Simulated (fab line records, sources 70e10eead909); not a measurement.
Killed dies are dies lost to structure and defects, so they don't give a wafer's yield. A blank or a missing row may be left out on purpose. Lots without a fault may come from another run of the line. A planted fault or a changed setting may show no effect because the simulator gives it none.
A struck lot beside a sound one | flow nand_harc | 15 steps out of a route of 1159
Sound: wafers L380.2, L380.3, L380.6. Struck: wafer L379.1. (L379.2 of the same lot was not struck and is left out.) The cause comes at the end.
At each step with rows: each side's tool, then ch and its chambers, then its first start. Under that, the readings that differ: sound wafers | struck wafers | difference of the means | sigmas: that difference in standard deviations of wafers without a fault.
alike: readings whose means differ by less than 2 such deviations, and words and numbers that are the same on both sides. not compared: withheld readings, readings that some wafer has no value for, bounds like >300 that may hide the same value, and numbers for which the record gives no deviation and whose values overlap.
The two part at a step that has a row with sigmas, a row that says differs or no value, or rows on one side only. Numbers that don't overlap but have no deviation are shown without sigmas and don't part them. A reading that every wafer of one side lacks parts them only if that side has two wafers or more.

first, 1 step without rows for these wafers: NHARC_A_ONON_D1_DEP_00 (target thk 1000 nm).
NHARC_A_ONON_D1_THK_MEAS_02: measures by ellipsometry.
  sound on film_metro-01, day 11 04:02; struck on film_metro-02, day 11 04:02
  alike: thk_nm
then, 1 step without rows for these wafers: NHARC_A_ONON_D1_DEP_03 (target thk 1000 nm).
NHARC_A_ONON_D1_THK_MEAS_05: measures by ellipsometry.
  sound on film_metro-02, day 11 04:36; struck on film_metro-01, day 11 04:36
  alike: thk_nm
then, 1 step without rows for these wafers: NHARC_A_ONON_D1_DEP_06 (target thk 1000 nm).
NHARC_A_ONON_D1_THK_MEAS_08: measures by ellipsometry.
  sound on film_metro-02, day 11 05:10; struck on film_metro-01, day 11 05:10
  alike: thk_nm
then, 1 step without rows for these wafers: NHARC_A_ONON_D1_DEP_09 (target thk 1000 nm).
NHARC_A_ONON_D1_THK_MEAS_11: measures by ellipsometry.
  sound on film_metro-01, day 11 05:44; struck on film_metro-02, day 11 05:43
  alike: thk_nm
then, 1 step without rows for these wafers: NHARC_A_ONON_D1_DEP_12 (target thk 1000 nm).
NHARC_A_ONON_D1_THK_MEAS_14: measures by ellipsometry.
  sound on film_metro-02, day 11 06:17; struck on film_metro-01, day 11 06:17
  alike: thk_nm
then, 1 step without rows for these wafers: NHARC_A_ONON_D1_ANNEAL_15 (time 3600 s).
NHARC_A_ONON_D1_DEP_16: target thk 1000 nm.
  sound on pecvd_onon-02 ch 0, day 11 12:58; struck on pecvd_onon-03 ch 0, day 11 12:53
  reading               | sound             | struck | difference | sigmas
  sih4_flow_sccm (sccm) | 210.2 211.2 210.4 | 209.1  | -1.5       | -2
NHARC_A_ONON_D1_THK_MEAS_18: measures by ellipsometry.
  sound on film_metro-02, day 11 13:25; struck on film_metro-02, day 11 13:23
  reading     | sound          | struck | difference | sigmas
  thk_nm (nm) | 1007 1008 1010 | 624    | -384       | -35
then, 1 step without rows for these wafers: NHARC_A_ONON_D1_DEP_19 (target thk 1000 nm).
-- the record jumps here: 12 days lie between the struck wafers' starts before and after (it left off in module A_ONON_D1 and takes up again in module END, whose first step shown is number 1159 of the route) --
NHARC_END_SORT_01:
  the record has rows for the struck wafers here (prober-01 ch 0, day 23 06:26) and none for the sound ones

WHERE THEY PART
First at NHARC_A_ONON_D1_DEP_16; last, within this record, at NHARC_END_SORT_01.

WHY: what the simulator had put in
Process parameter drift: pecvd_onon-03, from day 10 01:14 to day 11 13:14, at NHARC_A_ONON_D1_DEP_16. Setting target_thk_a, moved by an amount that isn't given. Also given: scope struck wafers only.
